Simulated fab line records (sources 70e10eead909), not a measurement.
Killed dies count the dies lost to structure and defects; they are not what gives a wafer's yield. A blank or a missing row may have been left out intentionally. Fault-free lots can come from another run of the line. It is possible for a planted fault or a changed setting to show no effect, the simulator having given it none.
Comparing a struck lot with a sound one || flow nand harc || 14 out of 1302 route steps
Sound: the wafers L376.1, L376.3, L376.5. The struck wafers were L394.2, L394.5, L394.6. The cause is named last.
Per side, at each step with rows, come the tool, then ch with its chambers, and then its first start. Under that, the readings that differ: sound wafers || struck wafers || difference of the means || sigmas: that difference in standard deviations of wafers without a fault.
alike: same words and numbers on both sides, and readings whose means sit less than 2 such deviations apart. not compared: any withheld reading, any reading some wafer has no value for, any bound like >300 that may hide the same value, and any number with overlapping values for which the record gives no deviation.
A row with sigmas, a row that says differs or no value, or rows on one side alone: a step with any of these is where the two part. When numbers do not overlap yet have no deviation, they are printed without sigmas and do not part them. Lack of a reading on every wafer of one side parts them only where that side has two or more wafers.

first, 4 steps without rows for these wafers: NHARC_THIN_TSV_EBR_08; NHARC_THIN_TSV_EXPOSE_09 (exposes mask TSV); NHARC_THIN_TSV_PEB_10 (peb time 85 s); NHARC_THIN_TSV_DEVELOP_11 (time 70 s).
NHARC_THIN_TSV_CD_MEAS_12: target cd 1000 nm.
  sound on cd sem-02 ch 0, day 24 10:16; struck on cd sem-01 ch 0, day 31 18:17
{"reading": "cd nm (nm)", "sound": "998.4 997.9 997.9", "struck": "1000.6 1003.7 1003.1", "difference": "+4.4", "sigmas": "+3"}
then, 1 step without rows for these wafers: NHARC_THIN_TSV_HARDBAKE_13 (time 80 s).
NHARC_THIN_TSV_DESCUM_14: chemistry O2, time 3 s.
  sound on rie diel-13 ch 1,3, day 24 10:26; struck on rie diel-13 ch 0,1,2, day 31 18:28
  alike: drypump motor current A, oes product au, rf vpp V, showerhead plenum p Torr, throttle valve pct
  not compared: rf hours counter h
NHARC_THIN_TSV_ETCH_44: etches the open film in CF4/O2, target depth 1594.2 nm, time 797.1 s.
  sound on rie diel-13 ch 0,1, day 24 10:30; struck on rie diel-13 ch 0,1,3, day 31 18:39
  alike: drypump motor current A, oes product au, rf vpp V, showerhead plenum p Torr, throttle valve pct
  not compared: rf hours counter h
NHARC_THIN_TSV_ETCH_15: target depth 3000 nm, bosch target overetch cycles 2, bosch etch step 2.8 s.
  sound on rie si-04 ch 1,2, day 24 11:04; struck on rie si-01 ch 1,2, day 31 19:08
  alike: drypump motor current A, he backside leak sccm
  not compared: rf hours counter h
NHARC_THIN_TSV_CD_MEAS_16:
  sound: cd sem-01 at day 24 11:14; struck: cd sem-03 at day 31 19:18
{"reading": "cd nm (nm)", "sound": "998.1 997.6 998.0", "struck": "1000.6 1003.2 1002.4", "difference": "+4.2", "sigmas": "+3"}
NHARC_THIN_TSV_STRIP_45: strips in O2.
  sound on plasma asher-02 ch 0,1, day 24 11:22; struck on plasma asher-02 ch 0,1, day 31 19:26
  alike: drypump motor current A, heater power w
  not compared: rf hours counter h
then, 1 step without rows for these wafers: NHARC_THIN_TSV_STRIP_46 (strips in post etch residue remover, time 1200 s).
NHARC_THIN_TSV_DEP_47: deposits SiO2, target thk 200 nm.
  sound on pecvd-02 ch 0,1,2, day 24 12:07; struck on pecvd-01 ch 0,1,2, day 31 20:14
  no value came back on the struck wafers for chamber pressure Torr (Torr), rf fwd power W (W), throttle valve pct (%); on the sound wafers chamber pressure Torr (Torr) reads 6.509 6.513 6.515
NHARC_THIN_TSV_ETCHBACK_48: etches the open film in C4F8/Ar, target depth 1028.5 nm, time 405.17 s.
  sound on rie diel-11 ch 0,2,3, day 24 12:31; struck on rie diel-13 ch 1,2,3, day 31 20:41
  alike: oes product au, rf vpp V
  not compared: rf hours counter h

== WHERE THEY PART ==
First at NHARC_THIN_TSV_CD_MEAS_12; last, within this record, at NHARC_THIN_TSV_DEP_47. Later steps at which nothing parts them and some readings are alike: NHARC_THIN_TSV_ETCHBACK_48.

WHY: what had been put in by the simulator
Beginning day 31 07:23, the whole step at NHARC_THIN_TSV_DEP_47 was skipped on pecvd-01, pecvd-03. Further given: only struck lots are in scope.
